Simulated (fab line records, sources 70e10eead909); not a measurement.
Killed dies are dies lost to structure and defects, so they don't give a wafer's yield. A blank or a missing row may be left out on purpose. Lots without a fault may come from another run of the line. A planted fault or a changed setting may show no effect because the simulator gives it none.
fab line records | flow nand_harc
record lots=13 wafers=38 last_day=34
route steps=1302 shown P_START@1 P_ZERO_WELL@19 P_STI@90 END@1302
lots that met no fault: from a run of the same line without faults
start_h: hours from the record's first day to the start of the lot's first wafer shown | wait_h: hours since the lot's step before | " the same as in the row above | L1.1+2: a row that stands for several wafers | - no value, or no start given | * or withheld: withheld | < > ~ a bound
route shown NAME@n: a module of which the file shows steps, and the number in the route of the first | usual: mean/standard deviation of fault-free wafers | same: alike in all rows | chamber/n: place in a boat | sites: the reading at each site | _std_site: their standard deviation | _edge_site: outer sites' mean less inner sites' | radius_mm: how far each site lies from the wafer's centre | mask NAME#n: copy n | behind: the tool/chamber that last shaped the wafer | hold: why the lot was held/for how many hours/how that ended | device: the transistor (n, p or np) that didn't switch | end of line: the same wafers' tests at the end of the route | a step without rows: its recipe alone | killed: dies lost to structure and defects at the first sort, not the wafer's yield | map: a wafer's dies, x killed, . not, _ none there
set.NAME: the setting as run; set.NAME@STEP: as run at that earlier step | model.NAME: the simulator's own value behind a step, which no gauge read
steps of the route over a sample of lots; a table a step, a row a wafer
services: from which hour (start_h, from the record's first day; less than 0 if before it) a tool's chamber was out of use, for how many hours, and why
## steps
# step NHARC_P_START_INSPECT_01
# usual raw_defect_count=3.5/1.8
# columns lot.wafer tool chamber start_h wait_h raw_defect_count
L861.2 defect_inspect-01 - 30.04 - 5
L861.3 " - " " 3
L861.4 " - " " 2
L862.2 defect_inspect-02 - 40.05 - 7
L862.3 " - " " 5
L862.6 " - " " 3
L863.1 defect_inspect-01 - 50.04 - 6
L863.5 " - " " 3
L863.6 " - " " 1
L865.1 defect_inspect-02 - 70.03 - 6
L865.4 " - " " 1
L865.5 " - " " 6
L867.3 defect_inspect-02 - 90.04 - 5
L867.4 " - " " 2
L867.6 " - " " 8
L868.2 defect_inspect-01 - 100.04 - 3
L868.4 " - " " 2
L868.5 " - " " 3
L870.1 defect_inspect-01 - 120.04 - 2
L870.2 " - " " 5
L870.5 " - " " 7
L872.1 defect_inspect-02 - 140.04 - 4
L872.4 " - " " 5
L872.6 " - " " 4
L873.2 defect_inspect-01 - 150.05 - 0
L873.5 " - " " 3
L873.6 " - " " 7
L874.1 defect_inspect-01 - 160.04 - 3
L874.2 " - " " 3
L874.3 " - " " 1
L879.1 defect_inspect-01 - 210.04 - 5
L879.2 " - " " 0
L879.5 " - " " 1
L880.3 defect_inspect-02 - 220.04 - 8
L880.4 " - " " 0
L880.6 " - " " 3
L882.3 defect_inspect-01 - 240.05 - 2
L882.6 " - " " 6
# step NHARC_P_ZERO_WELL_ETCH_63
# recipe target_depth_a=1200 time_s=40.1 hbr_flow_sccm=150 cl2_flow_sccm=50 rf_w=400 icp_w=400 bias_w=100 chemistry=HBr/Cl2
# usual drypump_motor_current_A=5.7/0.39 he_backside_leak_sccm=2.7/0.31 oes_product_au=1.004/0.0096 throttle_valve_pct=26.406/0.0087
# columns lot.wafer tool chamber start_h wait_h drypump_motor_current_A he_backside_leak_sccm oes_product_au rf_hours_counter_h throttle_valve_pct
L861.4 rie_si-04 3 31.73 - 5.4 2.9 1.008 0.29 26.405
L861.2 " 0 " " 6.0 2.4 0.999 0.24 26.398
L861.3 " 1 " " 5.6 2.5 1.014 0.23 26.401
L862.2 rie_si-02 3 41.61 - 4.7 2.9 1.000 0.61 26.415
L862.3 " 1 " " 6.0 3.0 1.016 0.53 26.414
L862.6 " 0 " " 5.7 2.4 1.008 - 26.415
L863.1 rie_si-04 0 51.57 - 6.0 2.5 1.013 0.42 26.408
L863.6 " 1 " " 5.6 2.5 1.016 - 26.414
L863.5 " 2 " " 6.1 2.4 1.023 - 26.401
L865.1 rie_si-03 2 71.57 - 6.0 2.9 0.997 0.05 26.418
L865.4 " 3 " " 5.7 2.7 1.001 0.04 26.395
L865.5 " 1 " " 6.0 3.0 0.991 - 26.409
L867.4 rie_si-03 0 91.66 - 5.0 2.3 1.007 0.16 26.416
L867.3 " 1 " " 6.0 2.6 0.989 0.18 26.398
L867.6 " 0 " " 5.0 2.2 1.005 - 26.409
L868.2 rie_si-03 0 101.67 - 5.0 2.8 1.010 0.23 26.408
L868.4 " 1 " " 6.0 2.5 1.000 0.26 26.417
L868.5 " 3 " " 5.7 2.8 0.993 - 26.415
L870.1 rie_si-02 1 121.67 - 6.0 3.1 0.998 0.14 26.397
L870.2 " 2 " " 5.3 2.3 0.983 0.13 26.423
L870.5 " 0 " " 5.8 2.5 0.990 - 26.410
L872.4 rie_si-02 0 141.65 - 5.7 2.4 0.992 0.30 26.402
L872.1 " 1 " " 6.0 2.8 1.010 0.36 26.395
L872.6 " 0 " " 5.7 2.5 0.997 - 26.412
L873.2 rie_si-03 3 151.77 - 5.6 2.8 1.001 0.51 26.402
L873.6 " 0 " " 5.0 2.6 1.007 - 26.416
L873.5 " 1 " " 6.0 2.8 0.992 - 26.398
L874.2 rie_si-03 0 161.55 - 5.0 2.6 1.001 0.60 26.397
L874.1 " 1 " " 6.0 3.0 0.997 0.66 26.418
L874.3 " 2 " " 6.0 2.8 1.004 0.62 26.408
L879.1 rie_si-04 2 211.55 - 6.1 2.4 1.005 0.16 26.404
L879.2 " 0 " " 6.0 2.4 0.864 0.15 26.396
L879.5 " 1 " " 5.6 2.6 1.009 - 26.414
L880.3 rie_si-04 1 221.76 - 5.5 2.5 0.870 0.26 26.411
L880.4 " 2 " " 6.1 2.4 0.997 0.25 26.404
L880.6 " 0 " " 6.0 2.5 0.994 - 26.397
L882.3 rie_si-04 1 241.58 - 5.6 2.3 0.881 0.30 26.395
L882.6 " 2 " " 6.1 2.4 1.001 - 26.431
# step NHARC_P_ZERO_WELL_INSPECT_43
# usual raw_defect_count=15/7.5
# columns lot.wafer tool chamber start_h wait_h raw_defect_count
L861.2 defect_inspect-02 - 37.72 0.5 8
L861.3 " - " " 19
L861.4 " - " " 13
L862.2 defect_inspect-02 - 47.72 0.5 13
L862.3 " - " " 16
L862.6 " - " " 18
L863.1 defect_inspect-02 - 57.44 0.6 23
L863.5 " - " " 26
L863.6 " - " " 13
L865.1 defect_inspect-02 - 77.59 0.6 13
L865.4 " - " " 7
L865.5 " - " " 12
L867.3 defect_inspect-01 - 97.69 0.4 20
L867.4 " - " " 6
L867.6 " - " " 13
L868.2 defect_inspect-02 - 108.24 0.9 5
L868.4 " - " " 3
L868.5 " - " " 12
L870.1 defect_inspect-01 - 127.61 0.6 10
L870.2 " - " " 7
L870.5 " - " " 19
L872.1 defect_inspect-02 - 147.65 0.6 7
L872.4 " - " " 17
L872.6 " - " " 20
L873.2 defect_inspect-01 - 157.66 0.5 8
L873.5 " - " " 9
L873.6 " - " " 9
L874.1 defect_inspect-02 - 167.46 0.6 11
L874.2 " - " " 17
L874.3 " - " " 11
L879.1 defect_inspect-01 - 217.30 0.6 17
L879.2 " - " " 6
L879.5 " - " " 13
L880.3 defect_inspect-01 - 229.75 0.4 15
L880.4 " - " " 16
L880.6 " - " " 12
L882.3 defect_inspect-01 - 247.30 0.4 10
L882.6 " - " " 21
# step NHARC_P_STI_ETCH_15
# recipe target_depth_a=3000 taper_deg=4 time_s=100.1 hbr_flow_sccm=150 cl2_flow_sccm=50 rf_w=400 icp_w=400 bias_w=100 chemistry=HBr/Cl2
# usual drypump_motor_current_A=5.8/0.51 he_backside_leak_sccm=2.8/0.32 oes_product_au=1.004/0.0083 throttle_valve_pct=26.406/0.0091
# columns lot.wafer tool chamber start_h wait_h drypump_motor_current_A he_backside_leak_sccm oes_product_au rf_hours_counter_h throttle_valve_pct
L861.2 rie_si-05 0 59.00 - 5.6 2.5 1.008 0.7 26.406
L861.3 " 2 " " 5.9 2.7 1.001 0.6 26.405
L861.4 " 3 " " 5.4 3.0 0.991 0.5 26.421
L862.3 rie_si-01 2 65.57 - 6.0 2.6 1.013 0.2 26.412
L862.2 " 0 " " 6.1 2.9 0.998 0.2 26.406
L862.6 " 2 " " 6.0 2.6 1.000 - 26.414
L863.1 rie_si-05 1 73.87 - 5.2 3.0 1.005 0.8 26.413
L863.5 " 3 " " 5.4 3.0 1.002 - 26.393
L863.6 " 0 " " 5.6 2.3 1.005 - 26.405
L865.4 rie_si-06 3 95.23 - 6.5 3.0 1.009 0.1 26.403
L865.1 " 1 " " 4.9 2.4 1.017 0.1 26.389
L865.5 " 2 " " 6.2 2.5 1.004 - 26.398
L867.3 rie_si-06 3 112.60 - 6.5 2.9 0.998 0.3 26.408
L867.4 " 1 " " 4.9 2.4 1.003 0.2 26.393
L867.6 " 0 " " 6.2 3.0 0.998 - 26.406
L868.2 rie_si-01 3 124.34 - 6.6 2.7 0.993 0.5 26.411
L868.4 " 0 " " 6.1 2.6 1.015 0.5 26.422
L868.5 " 1 " " 5.3 3.1 1.002 - 26.411
L870.2 rie_si-05 3 149.97 - 5.4 2.9 1.005 0.0 26.395
L870.1 " 2 " " 5.9 2.8 0.999 0.0 26.426
L870.5 " 3 " " 5.4 2.8 1.006 - 26.412
L872.4 rie_si-06 0 163.67 - 6.2 2.9 1.003 0.6 26.393
L872.1 " 3 " " 6.6 3.1 1.011 0.7 26.407
L872.6 " 0 " " 6.2 2.7 1.002 - 26.411
L873.2 rie_si-05 0 174.56 - 5.6 2.6 0.992 0.3 26.396
L873.5 " 3 " " 5.5 3.0 1.007 - 26.388
L873.6 " 0 " " 5.6 2.5 1.005 - 26.400
L874.2 rie_si-05 2 184.02 - 5.9 2.8 0.996 0.3 26.404
L874.1 " 3 " " 5.4 2.8 1.004 0.3 26.406
L874.3 " 0 " " 5.6 2.5 1.007 0.4 26.402
L879.2 rie_si-06 3 233.96 - 6.6 2.9 1.028 1.1 26.398
L879.1 " 0 " " 6.2 3.1 0.999 1.0 26.418
L879.5 " 2 " " 6.2 2.5 0.998 - 26.418
L880.3 rie_si-05 2 245.55 - 5.9 2.7 1.012 0.7 26.409
L880.4 " 3 " " 5.4 3.1 1.003 0.7 26.409
L880.6 " 1 " " 5.3 3.0 1.000 - 26.419
L882.3 rie_si-05 1 263.27 - 5.2 3.0 0.997 1.0 26.401
L882.6 " 1 " " 5.2 2.9 1.005 - 26.411
# step NHARC_END_SORT_01
# recipe temp_c=25
# usual killed_at_array=58/20 killed_at_other=0.8/1 killed_at_periphery=4.6/2.8 killed_dies=63/19 killed_open=3.4/2 killed_short=2.4/1.8
# same gross_dies=677
# columns lot.wafer tool chamber start_h wait_h killed_at_array killed_at_other killed_at_periphery killed_dies killed_open killed_short
L862.2 prober-02 0 588.83 2.8 88 0 5 93 3 7
L862.3 prober-02 0 589.64 3.1 99 0 5 104 0 2
L862.6 prober-02 0 592.05 4.0 80 0 5 85 0 3
L867.4 prober-02 0 645.22 3.4 48 1 6 55 4 3
L867.6 prober-02 0 646.84 4.0 64 1 1 66 2 2
L868.4 prober-01 0 651.52 3.4 48 2 20 70 8 1
L870.1 prober-01 0 686.72 2.5 39 0 4 43 6 1
L870.2 prober-01 0 687.50 2.8 42 0 5 47 4 4
L870.5 prober-01 0 689.84 3.6 42 2 7 51 4 3
L879.1 prober-02 0 749.58 2.5 69 1 1 71 0 4
L879.2 prober-02 0 750.39 2.8 58 0 1 59 3 0
L879.5 prober-02 0 752.79 3.7 76 1 1 78 2 1
# killed by level:class
L862.2 A_CHANNEL_HOLE_D1:chamber_film_flake=35 A_CHANNEL_HOLE_D2:chamber_film_flake=21 A_SLIT:chamber_film_flake=14 A_DECK1_JOINT:chamber_film_flake=3 A_CONTACT:chamber_film_flake=3 A_ONON_D1:geometric_particle:short=2 A_WL_FILL:geometric_particle:short=2 P_M1:chamber_film_flake=2
L862.3 A_CHANNEL_HOLE_D1:chamber_film_flake=33 A_SLIT:chamber_film_flake=28 A_CHANNEL_HOLE_D2:chamber_film_flake=26 P_M1:chamber_film_flake=3 A_DECK1_JOINT:chamber_film_flake=2 A_SGD_CUT:chamber_film_flake=2 A_ONON_D1:geometric_particle:short=1 A_SGD_CUT:geometric_particle:short=1
L862.6 A_CHANNEL_HOLE_D1:chamber_film_flake=34 A_SLIT:chamber_film_flake=21 A_CHANNEL_HOLE_D2:chamber_film_flake=11 P_M1:chamber_film_flake=4 A_DECK1_JOINT:chamber_film_flake=4 A_CONTACT:chamber_film_flake=4 A_CHANNEL_HOLE_D1:geometric_particle:short=1 A_ONON_D2:geometric_particle:short=1
L867.4 A_SLIT:chamber_film_flake=25 A_CHANNEL_HOLE_D2:chamber_film_flake=11 A_CHANNEL_FILL_D1:chamber_film_flake=4 P_M0:geometric_particle:open=3 P_ZERO_WELL:chamber_film_flake=2 P_M0:geometric_particle:short=1 A_CHANNEL_HOLE_D1:geometric_particle:short=1 A_CHANNEL_FILL_D1:geometric_particle:short=1
L867.6 A_SLIT:chamber_film_flake=36 A_CHANNEL_HOLE_D2:chamber_film_flake=8 A_CHANNEL_HOLE_D1:chamber_film_flake=7 A_ZERO_WELL:chamber_film_flake=3 A_M1:chamber_film_flake=3 A_CHANNEL_FILL_D1:chamber_film_flake=2 A_WL_FILL:chamber_film_flake=2 P_GATE:geometric_particle:open=1
L868.4 A_CHANNEL_HOLE_D1:chamber_film_flake=18 P_CONTACT:chamber_film_flake=13 A_CHANNEL_HOLE_D2:chamber_film_flake=9 A_CONTACT:chamber_film_flake=6 P_M2:chamber_film_flake=3 A_M1:chamber_film_flake=3 A_STAIRCASE:chamber_film_flake=2 THIN_TSV:chamber_film_flake=2
L870.1 A_CHANNEL_HOLE_D1:chamber_film_flake=23 A_STAIRCASE:chamber_film_flake=4 A_SLIT:chamber_film_flake=3 A_SOURCE_PLATE:geometric_particle:open=2 P_M2:chamber_film_flake=2 P_M0:geometric_particle:open=1 A_SGD_CUT:geometric_particle:open=1 A_SLIT:geometric_particle:short=1
L870.2 A_CHANNEL_HOLE_D1:chamber_film_flake=29 A_CHANNEL_HOLE_D2:chamber_film_flake=3 A_STAIRCASE:chamber_film_flake=2 P_GATE:geometric_particle:short=1 P_CONTACT:geometric_particle:open=1 A_ONON_D2:geometric_particle:short=1 A_CHANNEL_HOLE_D2:geometric_particle:short=1 A_CHANNEL_FILL_D2:geometric_particle:open=1
L870.5 A_CHANNEL_HOLE_D1:chamber_film_flake=33 A_CONTACT:chamber_film_flake=3 P_M2:chamber_film_flake=3 A_SLIT:chamber_film_flake=3 P_M0:geometric_particle:open=2 P_BONDPAD:geometric_particle:short=1 A_DECK1_JOINT:geometric_particle:short=1 A_M0:geometric_particle:open=1
L879.1 A_CHANNEL_HOLE_D1:chamber_film_flake=29 A_CHANNEL_HOLE_D2:chamber_film_flake=20 A_CONTACT:chamber_film_flake=5 A_SLIT:chamber_film_flake=4 A_STAIRCASE:chamber_film_flake=3 A_CHANNEL_FILL_D2:chamber_film_flake=2 A_ONON_D2:geometric_particle:short=1 A_CHANNEL_FILL_D2:geometric_particle:short=1
L879.2 A_CHANNEL_HOLE_D2:chamber_film_flake=28 A_CHANNEL_HOLE_D1:chamber_film_flake=21 A_CONTACT:chamber_film_flake=3 A_SLIT:chamber_film_flake=2 P_CONTACT:geometric_particle:open=1 A_ONON_D2:geometric_particle:open=1 A_BLC:geometric_particle:open=1 A_CHANNEL_FILL_D2:chamber_film_flake=1
L879.5 A_CHANNEL_HOLE_D1:chamber_film_flake=40 A_CHANNEL_HOLE_D2:chamber_film_flake=23 A_CHANNEL_FILL_D2:chamber_film_flake=4 A_CONTACT:chamber_film_flake=3 A_SLIT:chamber_film_flake=2 A_CHANNEL_HOLE_D1:geometric_particle:open=1 A_M0:geometric_particle:open=1 THIN_TSV:geometric_particle:short=1
## services
# columns tool chamber start_h hours kind
rie_si-01 - 16.00 9.0 pm
rie_si-03 - 43.72 0.5 repair
rie_si-05 - 45.37 0.4 repair
rie_si-04 2 56.64 4.3 repair
rie_si-06 - 72.00 9.0 pm
rie_si-06 - 84.62 0.3 repair
rie_si-02 - 100.00 9.0 pm
rie_si-05 - 112.27 1.1 repair
rie_si-01 3 122.32 2.0 repair
rie_si-05 2 122.75 4.8 repair
rie_si-05 - 128.00 9.0 pm
rie_si-05 0 128.00 9.0 vent_cycle
rie_si-05 1 128.00 9.0 vent_cycle
rie_si-04 - 165.00 9.0 pm
rie_si-03 3 169.30 8.2 repair
rie_si-02 - 181.42 0.4 repair
rie_si-02 0 187.83 11.0 repair
rie_si-01 - 193.00 9.0 pm
rie_si-06 - 198.63 0.1 repair
rie_si-06 1 204.89 17.8 repair
rie_si-03 - 221.20 9.0 pm
rie_si-06 - 249.00 9.0 pm
rie_si-03 0 256.80 16.6 repair
rie_si-01 3 261.73 7.1 repair
## key
first_sign step=NHARC_P_ZERO_WELL_ETCH_63 reading=oes_product_au direction=down sigmas=14 usual=1.004 struck=0.872
effect none on later readings
met_at NHARC_P_ZERO_WELL_ETCH_63
struck_lots L879,L880,L882
struck_wafers L879.2,L880.3,L882.3
tester_left_out L879,L880,L882
not_acting_at NHARC_P_START_INSPECT_01,NHARC_P_ZERO_WELL_INSPECT_43,NHARC_P_STI_ETCH_15
onset_between 51.57 211.55
fault kind=process_parameter_drift tool=rie_si-04 chamber=- onset_h=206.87 steps=NHARC_P_ZERO_WELL_ETCH_63 channel=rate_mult offset=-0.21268 shape=step end_h=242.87 scope=struck_wafers_only
# tester_left_out: of these lots the tester's yield and bins aren't shown, on N5 and GAA mostly nor the transistor test; their killed dies are dies lost to structure and defects alone, not to doping, threshold or leakage, so they don't give the yield
